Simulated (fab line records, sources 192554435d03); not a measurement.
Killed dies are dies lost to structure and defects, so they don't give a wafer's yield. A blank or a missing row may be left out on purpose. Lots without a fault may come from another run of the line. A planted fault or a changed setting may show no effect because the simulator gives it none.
Problem report in the 8D (eight disciplines) form, filled by code | flow n5_finfet | the parts of the form that need people (team, actions taken, sign-off) are left out

1. THE PROBLEM
M11_ILD_THK at N5_BEOL_M11_THK_MEAS_01 reads a mean of 447 nm on 2 wafers of 2 lots; wafers without a fault read 268 nm with a standard deviation of 3.6. That is +50 standard deviations from the usual mean.
First seen on wafer L917.1, day 13 00:36, on film_metro-02. The record holds 30 wafers of 10 lots with a number at this step. Rule for "out", or "out of limits": more than 4 standard deviations from the usual mean. The other wafers with a number count as sound.

2. WHAT IT IS AND WHAT IT IS NOT
question                    | is                | is not
which readings at this step | M11_ILD_THK       | -
which lots                  | L917, L918        | L905, L906, L912, L913, L915, L926, L927, L928
which wafers of those lots  | L917.1, L918.1    | L917.2, L917.4, L918.3, L918.6
read on which gauges        | film_metro-02     | film_metro-01
when                        | from day 13 00:36 | up to then (17 sound wafers); but 11 sound wafers of L918, L926, L927, L928 came after

3. SUSPECTS, AND WHAT RULES EACH OUT
Counting: a tool at a process step up to the reading stays a suspect if it ran every lot that is out. Sound lots after the first of them don't rule it out here, since some wafers of a struck lot are sound.
- the gauge at N5_BEOL_M11_THK_MEAS_01: ruled out. All the wafers that are out were read on film_metro-02, but those of them that N5_BEOL_M11_ILD_DEP_00 has rows for are out there too, on other tools.
- pecvd-01 at N5_BEOL_M11_ILD_DEP_00 (deposits SiCOH lowk from DEMS/porogen, target thk 308.51 nm, time 58 s): kept. It ran every lot that is out, first L917 (day 13 00:01); its last sound lot up to then is L915 (day 12 22:18). Its own readings are out on those wafers: run_length_s.
Left after counting: pecvd-01 at N5_BEOL_M11_ILD_DEP_00.

4. THE CAUSE (what the simulator had put in)
Process parameter drift: pecvd-01, from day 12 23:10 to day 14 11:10, at N5_BEOL_M11_ILD_DEP_00. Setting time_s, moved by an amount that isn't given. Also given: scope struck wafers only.
Counting left only this tool.

5. THE CHAIN OF EFFECTS, in route order
Each row: a reading whose mean over the struck wafers that have a number lies more than 3 standard deviations from the usual. Only readings for which the record gives a usual standard deviation are gone through. hours: the time from each lot's start at the first step in this table that gives one to its start at this step, as a median over the lots. sigmas: the change in usual standard deviations.
hours | step                    | reading              | usual   | on struck wafers | change | sigmas
0     | N5_BEOL_M11_ILD_DEP_00  | run_length_s         | 100.8 s | 139.9            | +39.1  | +98
1     | N5_BEOL_M11_THK_MEAS_01 | M11_ILD_THK          | 268 nm  | 447              | +179   | +50
58    | N5_PASSIVATION_PROBE_49 | defect_limited_yield | 91.4 %  | 0.0              | -91.4  | -61
58    | N5_PASSIVATION_PROBE_49 | killed_at_M4_up      | 15      | 1088             | +1073  | +99 or more
58    | N5_PASSIVATION_PROBE_49 | killed_dies          | 102     | 1180             | +1078  | +63
58    | N5_PASSIVATION_PROBE_49 | killed_on_rim        | 14      | 152              | +138   | +31
58    | N5_PASSIVATION_PROBE_49 | sort_bin_5_function  | 5.1 %   | 96.3             | +91.2  | +95
58    | N5_PASSIVATION_PROBE_49 | sort_n_pass          | 1078    | 0                | -1078  | -60
58    | N5_PASSIVATION_PROBE_49 | sort_yield_pct       | 91.3 %  | 0.0              | -91.3  | -61
The process steps in it:
- N5_BEOL_M11_ILD_DEP_00: deposits SiCOH lowk from DEMS/porogen, target thk 308.51 nm, time 58 s.
- N5_PASSIVATION_PROBE_49

6. WHAT WOULD HAVE CAUGHT IT SOONER
In this record the first reading out of limits at a measuring or inspecting step was taken at day 13 00:36, 1 hour after the fault began at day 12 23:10.
The tool's own readings at N5_BEOL_M11_ILD_DEP_00 were out on every struck wafer that the step has a row for (run_length_s): an alarm limit on them would have fired on the first of those.
Of the lots that are out (2), L918 began N5_BEOL_M11_ILD_DEP_00 on pecvd-01 after day 13 00:36. A hold on the tool at that time would have spared it.
